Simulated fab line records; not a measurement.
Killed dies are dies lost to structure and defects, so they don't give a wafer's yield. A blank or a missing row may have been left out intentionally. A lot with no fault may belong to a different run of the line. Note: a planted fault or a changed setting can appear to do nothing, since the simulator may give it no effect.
fab line records	flow n5-finfet
[record] lots = 4	wafers = 12	last-day = 16
route steps=1938 shown BEOL_M0_SAQP@657 BEOL_M0@715 BEOL_M4@1111 PASSIVATION@1936
lots that met no fault: taken from a fault-free run of the same line
start-h: hours from the record's first day to the start of the lot's first wafer shown	wait-h: how many hours have passed since the lot's step before this one	" same as the row above	L1.1+2: a single row standing in for several wafers	- value missing, or start not given	* or withheld: withheld	< > ~ a bound
route shown NAME@n: NAME is a module with steps in the file, n the number in the route of the first one	usual: average and standard deviation across the fault-free wafers	same: alike in all rows	chamber/n: place in a boat	sites: the reading at each site	_std_site: their standard deviation	_edge_site: mean of outer sites minus mean of inner sites	radius-mm: for every site, how far away it sits from the centre of the wafer	mask NAME#n: copy n	behind: the most recent tool/chamber to have shaped the wafer	hold: why the lot was held/for how many hours/how that ended	device: names the non-switching transistor (n, p or np)	end of line: at the end of the route, the tests of the same wafers	a step without rows: its recipe alone	killed: not the wafer's yield, but the dies lost to structure and defects at the first sort	map: a wafer's dies, x killed, . not, _ none there
set.NAME: the setting as run; set.NAME@STEP: as run at that earlier step	model.NAME: the simulator's own value behind a step, which no gauge read
lots seen at some steps along the route; tables by step, rows by wafer
services: from which hour (start-h, from the record's first day; less than 0 if before it) a tool's chamber was out of use, for how many hours, and why
[[steps]]
[step N5_BEOL_M0_SAQP_STRIP_113]
[recipe] chemistry = CHF3/O2	resist = SiARC	rf-frequency-hz = 6e+07
[step N5_BEOL_M0_SAQP_MANDREL_ETCH_20]
[recipe] target-depth-a = 600	chemistry = HBr/Cl2	target = a-Si	stop-on = SiNx	bt-time-s = 10	mask-material = SOC	over-etch-frac = 0.5	time-s = 30	pressure-mtorr = 10	icp-w = 800	bias-w = 75	HBr_flow_sccm = 150	Cl2_flow_sccm = 80	ends = end-point
[step N5_BEOL_M0_SAQP_STRIP_86]
[recipe] chemistry = N2/H2	power-w = 500	temp-c = 40	pressure-mtorr = 50	rf-frequency-hz = 6e+07	overash-fraction = 0.3	bias-power-w = 28	h2-frac = 0.5	n2-flow-sccm = 300	h2-flow-sccm = 300
[step N5_BEOL_M0_SAQP_STRIP_115]
[recipe] chemistry = post-etch-residue-remover	time-s = 60	temp-c = 25	remover-ph = withheld	remover-water-wt-pct = withheld	remover-fluoride-wt-pct = withheld
[step N5_BEOL_M0_SAQP_SRD_93]
[recipe] dry = ipa-marangoni	time-s = 30	temp-c = 23	rinse-liquid = diw
[step N5_BEOL_M0_SAQP_RECESS_114]
[recipe] chemistry = HF/NH3	target = SiO2	target-depth-a = 144	afs-cycles = 3	temp-c = 30	sublimation-temp-c = 180	sublimation-time-s = 60
[step N5_BEOL_M0_SAQP_SPACER1_ALD_98]
[recipe] material = SiO2	target-thk-a = 128	temp-c = 300	ald-precursor-family = BDEAS	ald-co-reactant = O2-plasma	pulse-time-s = 1	purge-time-s = 2	co-reactant-purge-time-s = 2	ald-cycles = 138	pressure-torr = 2
[step N5_BEOL_M0_SAQP_SPACER1_ETCHBACK_99]
[recipe] chemistry = CHF3/O2	mode = anisotropic-etchback	target = SiO2	target-depth-a = 154	time-s = 7.7	pressure-mtorr = 30	source-w = 650	bias-w = 170	Ar_flow_sccm = 200	CHF3_flow_sccm = 50	O2_flow_sccm = 5	ion-energy-ev = 200
[step N5_BEOL_M0_SAQP_MANDREL1_REMOVE_100]
[recipe] chemistry = HBr/Cl2/O2	bt-time-s = 10	target = a-Si	stop-on = SiNx	endpoint = OES-SiCl	over-etch-frac = 0.85	icp-w = 600	bias-w = 30	HBr_flow_sccm = 150	Cl2_flow_sccm = 80	O2_flow_sccm = 5	pressure-mtorr = 10
[step N5_BEOL_M0_SAQP_ETCH_101]
[recipe] chemistry = CH3F/O2	target = SiNx	mask-material = SiO2	target-depth-a = 299	time-s = 42.7	pressure-mtorr = 30	source-w = 395	bias-w = 73	Ar_flow_sccm = 150	CH3F_flow_sccm = 30	O2_flow_sccm = 20	ion-energy-ev = 120
[step N5_BEOL_M0_SAQP_ETCH_102]
[recipe] chemistry = CF4	target = SiO2	target-depth-a = 40	ion-energy-ev = 350	time-s = 4.4	pressure-mtorr = 10	icp-w = 800	bias-w = 400	cf4-flow-sccm = 80
[step N5_BEOL_M0_SAQP_MANDREL_ETCH_103]
[recipe] chemistry = HBr/Cl2	target = a-Si	target-depth-a = 450	bt-time-s = 10	stop-on = SiCN	mask-material = SiO2	over-etch-frac = 0.8	time-s = 27	pressure-mtorr = 10	icp-w = 800	bias-w = 75	HBr_flow_sccm = 150	Cl2_flow_sccm = 80	ends = end-point
[usual] drypump-motor-current-A = 5.7/0.38	oes-product-au = 0.680/0.011	over-etch-frac = 0.8/0	throttle-valve-pct = 35.4/0.33
lot.wafer	tool	chamber	start-h	wait-h	drypump-motor-current-A	oes-product-au	over-etch-frac	rf-hours-counter-h	throttle-valve-pct	model.SiCN_of_BEOL_M0_SAQP_PECVD_03.thk-nm
L253.2	rie-si-01	3	132.42	0.0	5.8	0.661	0.8	130	35.4	8.6
L253.4	"	0	"	"	5.9	0.676	0.8	13	35.2	8.8
L253.5	"	0	"	"	5.9	0.676	0.8	-	35.2	8.8
L258.1	rie-si-01	3	164.03	0.0	5.8	0.535	1.7597	130	35.6	5.6
L258.3	"	0	"	"	5.9	0.552	1.7597	13	35.5	5.6
L258.4	"	1	"	"	6.3	0.546	1.7597	119	35.6	5.4
L261.1	rie-si-01	1	187.95	0.0	6.3	0.540	1.7597	120	35.7	5.4
L261.2	"	0	"	"	5.9	0.536	1.7597	14	35.5	5.6
L261.6	"	0	"	"	5.9	0.553	1.7597	-	35.5	5.8
L263.1	rie-si-06	1	193.54	0.0	5.9	0.689	0.8	88	35.7	9
L263.3	"	3	"	"	5.0	0.699	0.8	20	35.0	8.8
L263.6	"	0	"	"	5.9	0.676	0.8	-	35.5	9
[step N5_BEOL_M0_SAQP_RECESS_104]
[recipe] chemistry = HF/NH3	target = SiO2	target-depth-a = 180	afs-cycles = 3	temp-c = 30	sublimation-temp-c = 180	sublimation-time-s = 60
[step N5_BEOL_M0_SAQP_COAT_105]
[recipe] resist = SOC	temp-c = 250	time-s = 60	spin-rpm = 1500	resist-thk-nm = 100
[step N5_BEOL_M0_SAQP_ETCH_106]
[recipe] chemistry = N2/H2	target = SOC	target-depth-a = 1500	stop-on = SiNx	ion-energy-ev = 100	bias-w = 61	pressure-mtorr = 30	source-w = 850	n2-flow-sccm = 200	h2-flow-sccm = 200
[step N5_BEOL_M0_SAQP_ETCH_107]
[recipe] chemistry = CH3F/O2	target = SiNx	target-depth-a = 300	mask-material = SOC	pressure-mtorr = 30	source-w = 395	bias-w = 73	Ar_flow_sccm = 150	CH3F_flow_sccm = 30	O2_flow_sccm = 20	ion-energy-ev = 120
[step N5_BEOL_M0_SAQP_STRIP_108]
[recipe] chemistry = N2/H2	power-w = 500	temp-c = 40	pressure-mtorr = 50	rf-frequency-hz = 6e+07	overash-fraction = 0.3	bias-power-w = 28	h2-frac = 0.5	n2-flow-sccm = 300	h2-flow-sccm = 300
[step N5_BEOL_M0_SAQP_RECESS_109]
[recipe] chemistry = HF/NH3	target = SiO2	target-depth-a = 30	afs-cycles = 1	temp-c = 30	sublimation-temp-c = 180	sublimation-time-s = 60
[usual] drypump-motor-current-A = 5.6/0.44
[same] afs-cycles = 1
lot.wafer	tool	chamber	start-h	wait-h	drypump-motor-current-A	model.SiCN_of_BEOL_M0_SAQP_PECVD_03.thk-nm
L253.2	vapor-etch-01	0	133.47	0.3	5.2	8.2
L253.4	"	1	"	"	6.2	8.4
L253.5	"	1	"	"	6.2	8.6
L258.1	vapor-etch-02	0	164.72	0.0	5.7	5.2
L258.3	"	0	"	"	5.7	5.2
L258.4	"	1	"	"	5.1	5.2
L261.1	vapor-etch-01	0	188.64	0.0	5.2	5
L261.2	"	1	"	"	6.2	5.2
L261.6	"	0	"	"	5.2	5.4
L263.1	vapor-etch-01	0	194.46	0.2	5.2	8.6
L263.3	"	1	"	"	6.2	8.4
L263.6	"	0	"	"	5.2	8.6
[step N5_BEOL_M0_SAQP_SPACER2_ALD_26]
[recipe] material = SiO2	target-thk-a = 150	temp-c = 300	ald-precursor-family = BDEAS	ald-co-reactant = O2-plasma	pulse-time-s = 1	purge-time-s = 2	co-reactant-purge-time-s = 2	pressure-torr = 2
[step N5_BEOL_M0_SAQP_SPACER2_ETCHBACK_27]
[recipe] chemistry = CHF3/O2	mode = anisotropic-etchback	target = SiO2	target-depth-a = 225	time-s = 11.25	pressure-mtorr = 30	source-w = 650	bias-w = 170	Ar_flow_sccm = 200	CHF3_flow_sccm = 50	O2_flow_sccm = 5	ion-energy-ev = 200
[step N5_BEOL_M0_SAQP_MANDREL2_REMOVE_110]
[recipe] chemistry = HBr/Cl2/O2	bt-time-s = 10	target = a-Si	stop-on = SiCN	endpoint = OES-SiCl	over-etch-frac = 1	icp-w = 600	bias-w = 30	HBr_flow_sccm = 150	Cl2_flow_sccm = 80	O2_flow_sccm = 5	pressure-mtorr = 10
[step N5_BEOL_M0_SAQP_COAT_69]
[recipe] resist = SOC	temp-c = 250	time-s = 60	spin-rpm = 1500	resist-thk-nm = 90
[step N5_BEOL_M0_SAQP_COAT_72]
[recipe] resist = SiARC	temp-c = 220	time-s = 60	spin-rpm = 1500	resist-thk-nm = 15
[step N5_BEOL_M0_SAQP_COAT_87]
[recipe] resist = underlayer	temp-c = 205	time-s = 60	spin-rpm = 1500	resist-thk-nm = 5
[step N5_BEOL_M0_SAQP_COAT_34]
[recipe] resist = CAR-EUV	spin-rpm = 1500	resist-thk-nm = 30
[step N5_BEOL_M0_SAQP_EBR_36]
[recipe] solvent = PGMEA	ebr-width-mm = 1.5
[step N5_BEOL_M0_SAQP_SOFTBAKE_35]
[recipe] temp-c = 110	time-s = 60	resist = CAR-EUV
[step N5_BEOL_M0_SAQP_EXPOSE_37]
[recipe] mask-id = M0_CUT1	na = 0.33	source-shape = annular	sigma-inner = 0.35	sigma-outer = 0.8	polarization = unpolarized	target-cd-nm = 30	dose-mj = 44.75
[step N5_BEOL_M0_SAQP_PEB_38]
[recipe] peb-temp-c = 100	peb-time-s = 60	resist = CAR-EUV
[step N5_BEOL_M0_SAQP_DEVELOP_39]
[recipe] develop-time-s = 30	developer = TMAH	resist = CAR-EUV	rinse-liquid = surfactant-rinse	dry = air-spin	dev-temp-c = 23
[step N5_BEOL_M0_SAQP_DESCUM_45]
[recipe] chemistry = O2	time-s = 7	source-power-w = 50	bias-power-w = 20	pressure-mtorr = 20	rf-frequency-hz = 2.712e+07	temp-c = 40	resist = CAR-EUV	o2-flow-sccm = 225
[step N5_BEOL_M0_SAQP_ETCH_88]
[recipe] chemistry = N2/H2	target = underlayer	target-depth-a = 65	time-s = 5.2	ion-energy-ev = 200	mask-material = CAR-EUV	pressure-mtorr = 30	source-w = 840	bias-w = 150	n2-flow-sccm = 200	h2-flow-sccm = 200	ends = cleared
[step N5_BEOL_M0_SAQP_ETCH_73]
[recipe] chemistry = CF4	target = SiARC	target-depth-a = 195	mask-material = CAR-EUV	time-s = 32.5	ion-energy-ev = 80	pressure-mtorr = 40	source-w = 545	bias-w = 36	Ar_flow_sccm = 100	cf4-flow-sccm = 100	ends = cleared
[step N5_BEOL_M0_SAQP_CUT_ETCH_46]
[recipe] chemistry = N2/H2	target = SOC	target-depth-a = 1350	overetch-a = 270	temp-c = 40	time-s = 202.5	ion-energy-ev = 200	mask-material = SiARC	pressure-mtorr = 30	source-w = 840	bias-w = 150	n2-flow-sccm = 200	h2-flow-sccm = 200
[step N5_BEOL_M0_SAQP_STRIP_74]
[recipe] chemistry = N2/H2	temp-c = 40	n2-flow-sccm = 200	h2-flow-sccm = 200	rf-frequency-hz = 6e+07
[step N5_BEOL_M0_SAQP_STRIP_89]
[recipe] chemistry = N2/H2	temp-c = 40	n2-flow-sccm = 200	h2-flow-sccm = 200	rf-frequency-hz = 6e+07
[step N5_BEOL_M0_SAQP_ALD_48]
[recipe] material = SiO2	target-thk-a = 200	temp-c = 100	ald-precursor-family = BDEAS	ald-co-reactant = O2-plasma	pulse-time-s = 1	co-reactant-pulse-time-s = 1	purge-time-s = 2	co-reactant-purge-time-s = 2	ald-cycles = 139	pressure-torr = 2
[step N5_BEOL_M0_ETCH_138]
[recipe] chemistry = CH3F/O2	target-depth-a = 120	target = SiCN	time-s = 31.6	ion-energy-ev = 120	pressure-mtorr = 30	source-w = 395	bias-w = 75	Ar_flow_sccm = 150	CH3F_flow_sccm = 30	O2_flow_sccm = 20	ends = cleared
[usual] drypump-motor-current-A = 5.8/0.61	etch-rf-on-time-s = 29.5/1	oes-product-au = 0.66/0.073	rf-vpp-V = 296.9/1.4	showerhead-plenum-p-Torr = 1.98/0.062	throttle-valve-pct = 16.28/0.21
lot.wafer	tool	chamber	start-h	wait-h	drypump-motor-current-A	etch-rf-on-time-s	oes-product-au	rf-hours-counter-h	rf-vpp-V	showerhead-plenum-p-Torr	throttle-valve-pct	model.etch.depth-nm
L253.2	rie-diel-01	2	137.88	0.0	6.7	27.5	0.67	151	298.7	2.00	16.17	8.192
L253.4	"	1	"	"	5.2	28.8	0.64	158	296.7	1.98	16.49	8.392
L253.5	"	1	"	"	5.3	29.2	0.64	-	296.0	1.98	16.48	8.525
L258.1	rie-diel-05	3	168.33	0.0	6.7	32.2	0.61	201	297.5	1.90	16.49	9.231
L258.3	"	2	"	"	5.6	31.5	0.67	134	297.1	2.02	16.35	9.231
L258.4	"	0	"	"	5.2	32.8	0.58	221	296.8	2.05	16.35	9.231
L261.1	rie-diel-06	0	193.27	0.0	6.4	32.1	0.62	166	296.3	1.91	16.50	9.231
L261.2	"	1	"	"	5.8	32.3	0.83	1	298.9	2.04	15.89	9.231
L261.6	"	3	"	"	4.8	31.6	0.65	-	295.2	1.92	16.25	9.231
L263.1	rie-diel-05	1	197.74	0.0	6.0	28.7	0.73	73	296.6	1.95	16.36	8.596
L263.3	"	2	"	"	5.6	29.0	0.66	144	297.4	2.01	16.37	8.396
L263.6	"	3	"	"	6.7	30.2	0.62	-	295.6	1.89	16.50	8.651
[step N5_BEOL_M0_ETCH_128]
[recipe] chemistry = CF4/N2	target-depth-a = 120	overetch-a = 51	target = SiCN	time-s = 21.4	ion-energy-ev = 150	pressure-mtorr = 40	source-w = 430	bias-w = 70	Ar_flow_sccm = 100	cf4-flow-sccm = 60	n2-flow-sccm = 60
[usual] drypump-motor-current-A = 5.8/0.59	oes-product-au = 0.53/0.054	rf-vpp-V = 381.8/1.8	showerhead-plenum-p-Torr = 2.18/0.066	throttle-valve-pct = 15.42/0.21
lot.wafer	tool	chamber	start-h	wait-h	drypump-motor-current-A	oes-product-au	rf-hours-counter-h	rf-vpp-V	showerhead-plenum-p-Torr	throttle-valve-pct	model.etch.depth-nm
L253.2	rie-diel-01	0	138.31	0.0	6.2	0.46	244	379.2	2.09	15.39	8.192
L253.4	"	3	"	"	5.9	0.47	242	385.3	2.26	15.51	8.392
L253.5	"	1	"	"	5.3	0.52	-	382.0	2.19	15.64	8.525
L258.1	rie-diel-06	1	170.10	0.0	5.8	0.55	249	383.1	2.25	15.52	12
L258.3	"	3	"	"	4.8	0.63	129	381.8	2.12	15.32	12
L258.4	"	2	"	"	5.3	0.68	61	381.9	2.15	15.10	12
L261.1	rie-diel-05	0	197.82	0.3	5.3	0.55	231	383.5	2.26	15.54	12
L261.2	"	3	"	"	6.7	0.59	212	379.3	2.10	15.64	12
L261.6	"	1	"	"	6.0	0.67	-	381.3	2.15	15.46	12
L263.1	rie-diel-05	0	204.43	0.1	5.2	0.47	233	383.9	2.26	15.54	8.596
L263.3	"	2	"	"	5.6	0.52	146	382.7	2.21	15.42	8.396
L263.6	"	3	"	"	6.7	0.50	-	379.9	2.10	15.64	8.651
[step N5_BEOL_M4_RC_MEAS_101]
[usual] DIBL_N = 36.5/2	DIBL_P = 36.5/2.3	IOFF_N = 0.16/0.036	IOFF_P = 0.21/0.037	ION_N = 672/12	ION_P = 459/7.1	SS_N = 71.6/0.73	SS_P = 73.4/0.76	VT_N = 250/3.3	VT_P = -250.5/2.9
lot.wafer	tool	chamber	start-h	wait-h	DIBL_N[mV/V]	DIBL_P[mV/V]	IOFF_N[nA/um]	IOFF_P[nA/um]	ION_N[uA/um]	ION_P[uA/um]	SS_N[mV/dec]	SS_P[mV/dec]	VT_N[mV]	VT_P[mV]
L253.2	prober-02	0	189.71	0.2	34.5	35.7	0.14	0.19	671	462	71.2	72.8	248	-252.2
L253.4	"	0	"	"	37.3	37.8	0.19	0.23	679	462	71.5	73.9	247	-248.4
L253.5	"	0	"	"	36.9	37.8	0.18	0.22	683	468	71.5	74.7	247	-248.9
L258.1	prober-01	0	226.88	0.0	35.7	34.9	0.14	0.17	661	450	70.6	73.3	253	-253.3
L258.3	"	0	"	"	35.6	35.4	0.13	0.17	656	451	70.5	73.1	253	-254.8
L258.4	"	0	"	"	38.8	37.9	0.21	0.23	682	464	72.0	74.3	246	-250.4
L263.1	prober-01	0	259.25	0.0	38.0	39.0	0.22	0.24	690	463	72.4	74.0	246	-248.6
L263.3	"	0	"	"	35.1	36.7	0.16	0.21	676	462	71.2	73.1	249	-248.9
L263.6	"	0	"	"	37.5	37.8	0.18	0.23	654	450	72.8	73.5	251	-250.7
L261.1	prober-02	0	260.12	0.0	35.7	36.0	0.14	0.21	675	461	70.8	73.1	252	-249.6
L261.2	"	0	"	"	35.5	34.8	0.14	0.19	663	462	70.7	73.2	252	-251.4
L261.6	"	0	"	"	36.1	35.6	0.15	0.21	667	464	71.2	72.3	250	-248.3
[step N5_PASSIVATION_PROBE_49]
[usual] defect-limited-yield = 91.4/1.4	killed_at_M0_to_M3 = 33/11	killed_at_M4_up = 13/5.3	killed-at-contacts = 13/6.1	killed-at-front-end = 40/11	killed-at-other = 2.9/2.7	killed-dies = 102/17	killed-open = 68/13	killed-short = 32/7.5	sort_bin_5_function = 5.1/0.98	sort_bin_6_memory = 3.2/0.69	sort-n-pass = 1077/21	sort-yield-pct = 91.3/1.7
[same] gross-dies = 1180	killed-at-back-side = 0	sort_bin_4_leakage[%] = 0	sort_bin_8_speed[%] = 0
lot.wafer	tool	chamber	start-h	wait-h	defect-limited-yield[%]	killed_at_M0_to_M3	killed_at_M4_up	killed-at-contacts	killed-at-front-end	killed-at-other	killed-dies	killed-open	killed-short	sort_bin_5_function[%]	sort_bin_6_memory[%]	sort-n-pass	sort-yield-pct[%]
L258.1	prober-02	-	350.59	0.0	90.9	34	15	15	41	2	107	74	32	5.5	3.4	1073	90.9
L258.4	prober-02	-	350.74	0.2	90.3	48	8	11	42	5	114	75	39	5.7	3.6	1066	90.3
L261.2	prober-02	-	390.33	0.1	92.5	34	5	10	36	3	88	57	26	3.7	3.2	1092	92.5
L261.6	prober-02	-	390.53	0.3	89.5	61	4	17	40	2	124	70	50	5.6	4.7	1056	89.5
// killed by level:class
L258.1 STI_FIN_REVEAL:geometric-particle:open=13 BEOL_M1:geometric-particle:open=11 MOL_CONTACT_COAG:geometric-particle:open=10 BEOL_M4:geometric-particle:open=10 BEOL_M3:geometric-particle:open=8 FIN_SAQP:geometric-particle:short=6 FIN_SAQP:geometric-particle:open=5 GATE_CUT:geometric-particle:short=5
L258.4 BEOL_M1:geometric-particle:open=18 STI_FIN_REVEAL:geometric-particle:open=14 FIN_SAQP:geometric-particle:short=12 BEOL_M0_SAQP:geometric-particle:short=9 BEOL_M3:geometric-particle:open=8 MOL_CONTACT_COAG:geometric-particle:open=7 BEOL_M0_SAQP:geometric-particle:open=7 FIN_SAQP:geometric-particle:open=5
L261.2 BEOL_M0_SAQP:geometric-particle:open=13 FIN_SAQP:geometric-particle:open=9 MOL_CONTACT_COAG:geometric-particle:open=8 BEOL_M0_SAQP:geometric-particle:short=8 FIN_SAQP:geometric-particle:short=5 GATE_CUT:geometric-particle:open=5 BEOL_M1:geometric-particle:open=5 GATE_CUT:geometric-particle:short=4
L261.6 BEOL_M0_SAQP:geometric-particle:open=17 BEOL_M0_SAQP:geometric-particle:short=16 MOL_CONTACT_COAG:geometric-particle:open=9 GATE_CUT:geometric-particle:short=8 FIN_SAQP:geometric-particle:open=7 MOL_CONTACT_COAG:geometric-particle:short=7 BEOL_M1:geometric-particle:open=6 BEOL_M2:geometric-particle:open=6
[[services]]
tool	chamber	start-h	hours	kind
rie-diel-05	1	116.27	3.7	repair
rie-diel-06	2	128.59	2.3	repair
rie-diel-01	0	153.21	-	clean
rie-diel-01	0	153.21	-	consumable-replace:focus-ring
rie-diel-01	0	153.21	-	consumable-replace:showerhead
rie-diel-01	0	153.21	21.3	scheduled-down
rie-diel-01	0	153.21	21.3	vent-cycle
rie-diel-05	0	156.68	4.6	repair
rie-diel-06	1	173.05	-	clean
rie-diel-06	1	173.05	-	consumable-replace:focus-ring
rie-diel-06	1	173.05	16.4	scheduled-down
rie-diel-06	1	173.05	16.4	vent-cycle
rie-diel-06	0	176.57	2.9	repair
rie-si-01	0	179.24	4.7	repair
rie-diel-01	3	183.44	7.2	repair
rie-si-06	0	185.11	3.5	repair
rie-diel-01	3	190.78	-	clean
rie-diel-01	3	190.78	-	consumable-replace:esc
rie-diel-01	3	190.78	-	consumable-replace:focus-ring
rie-diel-01	3	190.78	31.4	scheduled-down
rie-diel-01	3	190.78	31.4	vent-cycle
rie-diel-06	1	199.25	14.5	repair
[[key]]
[first-sign] step = N5_BEOL_M0_SAQP_MANDREL_ETCH_103	reading = over-etch-frac	direction = up	sigmas = 99+	usual = 0.8	struck = 1.7597
[effect] step = N5_BEOL_M0_SAQP_MANDREL_ETCH_103	reading = oes-product-au	direction = down	sigmas = 13	usual = 0.680	struck = 0.544
[effect] step = N5_BEOL_M0_ETCH_138	reading = etch-rf-on-time-s	direction = up	sigmas = 2.5	usual = *	struck = *	wafers-moved = 5
[model-effect] step = N5_BEOL_M0_SAQP_MANDREL_ETCH_103	value = SiCN_of_BEOL_M0_SAQP_PECVD_03.thk-nm	without = 8.8	struck = 5.567
[model-effect] step = N5_BEOL_M0_SAQP_RECESS_109	value = SiCN_of_BEOL_M0_SAQP_PECVD_03.thk-nm	without = 8.6	struck = 5.2
[model-effect] step = N5_BEOL_M0_ETCH_138	value = etch.depth-nm	without = 8.537	struck = 9.231
[model-effect] step = N5_BEOL_M0_ETCH_128	value = etch.depth-nm	without = 8.537	struck = 12
met-at N5_BEOL_M0_SAQP_MANDREL_ETCH_103
struck-wafers L258.1,L258.3,L258.4,L261.1,L261.2,L261.6
onset-between 132.42 164.03
[fault] kind = process-parameter-drift	tool = rie-si-01	chamber = -	onset-h = 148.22	steps = N5_BEOL_M0_SAQP_MANDREL_ETCH_103	channel = over-etch-frac	offset = 0.95973	shape = step	end-h = 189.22	acts-in = these-recipes-only	stated = 0.8
